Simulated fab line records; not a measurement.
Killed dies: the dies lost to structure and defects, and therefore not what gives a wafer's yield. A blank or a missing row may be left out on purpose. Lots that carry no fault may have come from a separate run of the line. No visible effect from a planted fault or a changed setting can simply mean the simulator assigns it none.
fab line records -- flow n5Finfet
record lots=4, wafers=12, lastDay=18
route steps=1938 shown BEOL_M6@1210
lots untouched by any fault: they come from a run of this same line in which no faults occurred
startH: start of the lot's first displayed wafer, in hours after the record's first day -- waitH: how many hours have passed since the lot's step before this one -- " unchanged from the row above -- L1.1+2: one row covering several wafers at once -- - no value present, or no start provided -- * or withheld: withheld -- < > ~ a bound
route shown NAME@n: a module of which the file shows steps, and the number in the route of the first -- usual: mean and standard deviation over wafers with no fault -- same: alike in all rows -- chamber/n: place in a boat -- sites: the reading at each site -- _std_site: their standard deviation -- _edge_site: mean of outer sites minus mean of inner sites -- radiusMm: for every site, how far away it sits from the centre of the wafer -- mask NAME#n: copy n -- behind: the last tool/chamber to shape the wafer -- hold: reason for holding the lot/hours on hold/outcome of the hold -- device: which transistor (n, p or np) failed to switch -- end of line: the route-end tests of the same wafers -- where a step has no rows: the recipe by itself -- killed: the dies lost at the first sort to structure and to defects; this is not the yield of the wafer -- map: a wafer's dies, x killed, . not, _ none there
set.NAME: the run value of the setting; set.NAME@STEP: its run value at that earlier step -- model.NAME: the simulator's own value behind a step, which no gauge read
a table for each step, a row for each wafer; lots at some steps of the route
services: a tool's chamber out of use, with start hour (startH, from the record's first day; less than 0 if before it), hours out, and reason
## steps
# step N5_BEOL_M6_DESCUM_16
# recipe chemistry=O2, timeS=7.9, sourcePowerW=50, biasPowerW=20, pressureMtorr=20, rfFrequencyHz=2.712e+07, tempC=40, resist=CAR-ArF, o2FlowSccm=225
# step N5_BEOL_M6_ETCH_61
# recipe chemistry=CF4, target=SiARC, targetDepthA=455, maskMaterial=CAR-ArF, timeS=75.8, ionEnergyEv=80, pressureMtorr=40, sourceW=545, biasW=36, Ar_flow_sccm=100, cf4FlowSccm=100, ends=cleared
# step N5_BEOL_M6_ETCH_62
# recipe chemistry=N2/H2, target=SOC, targetDepthA=1100, overetchA=220, maskMaterial=SiARC, tempC=40, timeS=165, ionEnergyEv=200, pressureMtorr=30, sourceW=840, biasW=150, n2FlowSccm=200, h2FlowSccm=200
# step N5_BEOL_M6_STRIP_68
# recipe chemistry=N2/H2, tempC=40, n2FlowSccm=200, h2FlowSccm=200, rfFrequencyHz=6e+07
# step N5_BEOL_M6_STRIP_67
# recipe chemistry=CF4, resist=SiARC, powerW=300, biasPowerW=75, pressureMtorr=50, cf4FlowSccm=150, rfFrequencyHz=6e+07
# step N5_BEOL_M6_HM_OPEN_17
# recipe chemistry=Cl2/BCl3, targetDepthA=200, overetchA=60, target=TiN, maskMaterial=SOC, ionEnergyEv=150, pressureMtorr=10, icpW=1000, biasW=126, Cl2_flow_sccm=53.25, bcl3FlowSccm=21.75, Ar_flow_sccm=25
# step N5_BEOL_M6_STRIP_19
# recipe chemistry=O2, powerW=400, tempC=40, pressureMtorr=30, rfFrequencyHz=6e+07, biasPowerW=0, overashFraction=0.2, o2FlowSccm=225
# step N5_BEOL_M6_COAT_63
# recipe resist=SOC, tempC=250, timeS=60, spinRpm=1500, resistThkNm=60
# step N5_BEOL_M6_COAT_64
# recipe resist=SiARC, tempC=220, timeS=60, spinRpm=1500, resistThkNm=12
# usual chillPlateTempC=23.01/0.093, spinSpeedRpm=1500.1/0.9
lot.wafer,tool,chamber,startH,waitH,chillPlateTempC,spinSpeedRpm,model.SiARC_of_BEOL_M6_COAT_64.thkNm
L683.1,lithoTrack-02,0,233.62,-,22.96,1291.2,12.8
L683.4,lithoTrack-02,0,233.62,-,23.17,1292.7,12.8
L683.5,lithoTrack-02,0,233.62,-,23.09,1292.1,12.8
L688.2,lithoTrack-02,0,251.14,-,23.08,1294.8,13
L688.3,lithoTrack-02,0,251.14,-,23.08,1293.8,13
L688.5,lithoTrack-02,0,251.14,-,23.03,1291.0,13
L697.4,lithoTrack-04,0,302.91,-,23.03,1500.3,12
L697.5,lithoTrack-04,0,302.91,-,23.13,1500.4,12
L697.6,lithoTrack-04,0,302.91,-,23.09,1498.8,12
L702.3,lithoTrack-02,0,336.19,-,23.00,1499.9,12
L702.4,lithoTrack-02,0,336.19,-,22.92,1499.3,12
L702.6,lithoTrack-02,0,336.19,-,22.87,1499.8,12
# step N5_BEOL_M6_COAT_71
# recipe resist=underlayer, tempC=205, timeS=60, spinRpm=1500, resistThkNm=5
# step N5_BEOL_M6_COAT_22
# recipe resist=CAR-EUV, spinRpm=1500, resistThkNm=30
# step N5_BEOL_M6_EBR_24
# recipe solvent=PGMEA, ebrWidthMm=1.5
# step N5_BEOL_M6_SOFTBAKE_23
# recipe tempC=110, timeS=60, resist=CAR-EUV
# step N5_BEOL_M6_EXPOSE_25
# recipe maskId=V5, na=0.33, sourceShape=annular, sigmaInner=0.4, sigmaOuter=0.8, polarization=unpolarized, targetCdNm=40, doseMj=45
# step N5_BEOL_M6_PEB_26
# recipe pebTempC=100, pebTimeS=60, resist=CAR-EUV
# step N5_BEOL_M6_DEVELOP_27
# recipe developTimeS=30, developer=TMAH, resist=CAR-EUV, rinseLiquid=surfactantRinse, dry=airSpin, devTempC=23
# step N5_BEOL_M6_DESCUM_33
# recipe chemistry=O2, timeS=7, sourcePowerW=50, biasPowerW=20, pressureMtorr=20, rfFrequencyHz=2.712e+07, tempC=40, resist=CAR-EUV, o2FlowSccm=225
# step N5_BEOL_M6_ETCH_72
# recipe chemistry=N2/H2, target=underlayer, targetDepthA=65, maskMaterial=CAR-EUV, timeS=5.2, ionEnergyEv=200, pressureMtorr=30, sourceW=840, biasW=150, n2FlowSccm=200, h2FlowSccm=200, ends=cleared
# step N5_BEOL_M6_ETCH_65
# recipe chemistry=CF4, target=SiARC, targetDepthA=156, maskMaterial=CAR-EUV, timeS=26, ionEnergyEv=80, pressureMtorr=40, sourceW=545, biasW=36, Ar_flow_sccm=100, cf4FlowSccm=100, ends=cleared
# usual drypumpMotorCurrentA=5.8/0.48, etchRfOnTimeS=26.3/0.85, mfcArSccm=100.0/0.3, oesProductAu=0.66/0.081, rfVppV=184.2/1.3, showerheadPlenumPTorr=2.15/0.066, throttleValvePct=15.70/0.3
lot.wafer,tool,chamber,startH,waitH,drypumpMotorCurrentA,etchRfOnTimeS,mfcArSccm,oesProductAu,rfHoursCounterH,rfVppV,showerheadPlenumPTorr,throttleValvePct,model.etch.depthNm
L683.1,rieDiel-05,0,234.06,0.0,6.3,29.3,100.1,0.62,180,182.9,2.08,15.86,12.89
L683.4,rieDiel-05,2,234.06,0.0,5.9,27.5,100.3,0.60,221,183.9,2.11,15.70,12.87
L683.5,rieDiel-05,2,234.06,0.0,5.8,27.6,100.2,0.60,-,184.1,2.11,15.72,12.88
L688.2,rieDiel-05,0,251.85,0.0,6.4,29.7,99.9,0.62,188,183.9,2.08,15.88,12.98
L688.3,rieDiel-05,1,251.85,0.0,4.8,29.5,100.3,0.56,234,185.0,2.19,16.03,12.99
L688.5,rieDiel-05,0,251.85,0.0,6.4,29.4,99.6,0.62,-,182.8,2.08,15.87,12.93
L697.4,rieDiel-02,2,303.48,0.0,5.7,27.3,100.2,0.63,139,185.4,2.16,15.79,12.01
L697.5,rieDiel-02,2,303.48,0.0,5.8,27.5,100.3,0.63,-,183.4,2.16,15.81,12.04
L697.6,rieDiel-02,1,303.48,0.0,5.9,26.7,100.2,0.60,-,181.5,2.02,15.60,12.01
L702.3,rieDiel-05,3,336.76,0.0,5.6,26.3,100.2,0.76,32,184.7,2.19,15.30,11.96
L702.4,rieDiel-05,3,336.76,0.0,5.6,26.5,99.2,0.76,-,184.9,2.19,15.29,11.97
L702.6,rieDiel-05,0,336.76,0.0,6.4,27.0,99.6,0.60,-,182.1,2.07,15.93,12
# step N5_BEOL_M6_ETCH_66
# recipe chemistry=N2/H2, target=SOC, targetDepthA=800, overetchA=160, maskMaterial=SiARC, tempC=40, timeS=120, ionEnergyEv=200, pressureMtorr=30, sourceW=840, biasW=150, n2FlowSccm=200, h2FlowSccm=200
# usual drypumpMotorCurrentA=5.8/0.48, oesProductAu=0.59/0.067, rfVppV=524.2/2.5, showerheadPlenumPTorr=2.56/0.08, throttleValvePct=17.9/0.31
lot.wafer,tool,chamber,startH,waitH,drypumpMotorCurrentA,oesProductAu,rfHoursCounterH,rfVppV,showerheadPlenumPTorr,throttleValvePct,model.SiARC_of_BEOL_M6_COAT_64.thkNm
L683.1,rieDiel-05,0,234.09,0.0,6.4,0.57,180,520.2,2.44,18.0,7.8
L683.4,rieDiel-05,2,234.09,0.0,5.9,0.54,221,525.3,2.49,17.6,7
L683.5,rieDiel-05,2,234.09,0.0,5.9,0.54,-,523.0,2.49,17.6,7.2
L688.2,rieDiel-05,0,251.88,0.0,6.4,0.56,188,521.4,2.44,18.0,8
L688.3,rieDiel-05,1,251.88,0.0,4.8,0.52,234,525.6,2.61,18.3,7.6
L688.5,rieDiel-05,0,251.88,0.0,6.4,0.57,-,520.6,2.44,18.0,8
L697.4,rieDiel-02,2,303.51,0.0,5.8,0.59,139,525.2,2.56,18.0,6.6
L697.5,rieDiel-02,2,303.51,0.0,5.8,0.59,-,524.2,2.56,18.0,6.6
L697.6,rieDiel-02,1,303.51,0.0,5.8,0.54,-,519.9,2.45,18.2,6.6
L702.3,rieDiel-05,3,336.79,0.0,5.7,0.67,32,524.2,2.59,17.4,6.4
L702.4,rieDiel-05,3,336.79,0.0,5.7,0.68,-,524.6,2.59,17.4,6.4
L702.6,rieDiel-05,0,336.79,0.0,6.4,0.55,-,518.5,2.43,18.0,7
# step N5_BEOL_M6_STRIP_69
# recipe chemistry=N2/H2, tempC=40, n2FlowSccm=200, h2FlowSccm=200, rfFrequencyHz=6e+07
## services
tool,chamber,startH,hours,kind
rieDiel-02,0,226.35,10.5,repair
rieDiel-02,3,241.86,46.0,repair
rieDiel-05,3,243.39,-,clean
rieDiel-05,3,243.39,-,consumableReplace:focusRing
rieDiel-05,3,243.39,13.8,scheduledDown
rieDiel-05,3,243.39,13.8,ventCycle
rieDiel-05,-,266.00,4.0,pm
rieDiel-05,1,297.00,-,clean
rieDiel-05,1,297.00,-,consumableReplace:focusRing
rieDiel-05,1,297.00,35.3,scheduledDown
rieDiel-05,1,297.00,35.3,ventCycle
lithoTrack-04,-,318.14,-,consumableReplace:filter
rieDiel-05,0,319.99,7.4,repair
rieDiel-02,0,327.18,-,clean
rieDiel-02,0,327.18,-,consumableReplace:focusRing
rieDiel-02,0,327.18,35.0,scheduledDown
rieDiel-02,0,327.18,35.0,ventCycle
rieDiel-05,2,332.38,-,clean
rieDiel-05,2,332.38,-,consumableReplace:focusRing
rieDiel-05,2,332.38,17.7,scheduledDown
rieDiel-05,2,332.38,17.7,ventCycle
## key
firstSign step=N5_BEOL_M6_COAT_64, reading=spinSpeedRpm, direction=down, sigmas=99+, usual=*, struck=*
effect step=N5_BEOL_M6_ETCH_65, reading=etchRfOnTimeS, direction=up, sigmas=3, usual=*, struck=*
modelEffect step=N5_BEOL_M6_COAT_64, value=SiARC_of_BEOL_M6_COAT_64.thkNm, without=12, struck=12.9
modelEffect step=N5_BEOL_M6_ETCH_65, value=etch.depthNm, without=12, struck=12.92
modelEffect step=N5_BEOL_M6_ETCH_66, value=SiARC_of_BEOL_M6_COAT_64.thkNm, without=6.667, struck=7.6
metAt N5_BEOL_M6_COAT_64
struckWafers L683.1,L683.4,L683.5,L688.2,L688.3,L688.5
fault kind=processParameterDrift, tool=lithoTrack-02, chamber=-, onsetH=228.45, steps=N5_BEOL_M6_COAT_64, channel=spinRpm, offset=*, shape=step, endH=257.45, actsIn=*, stated=*
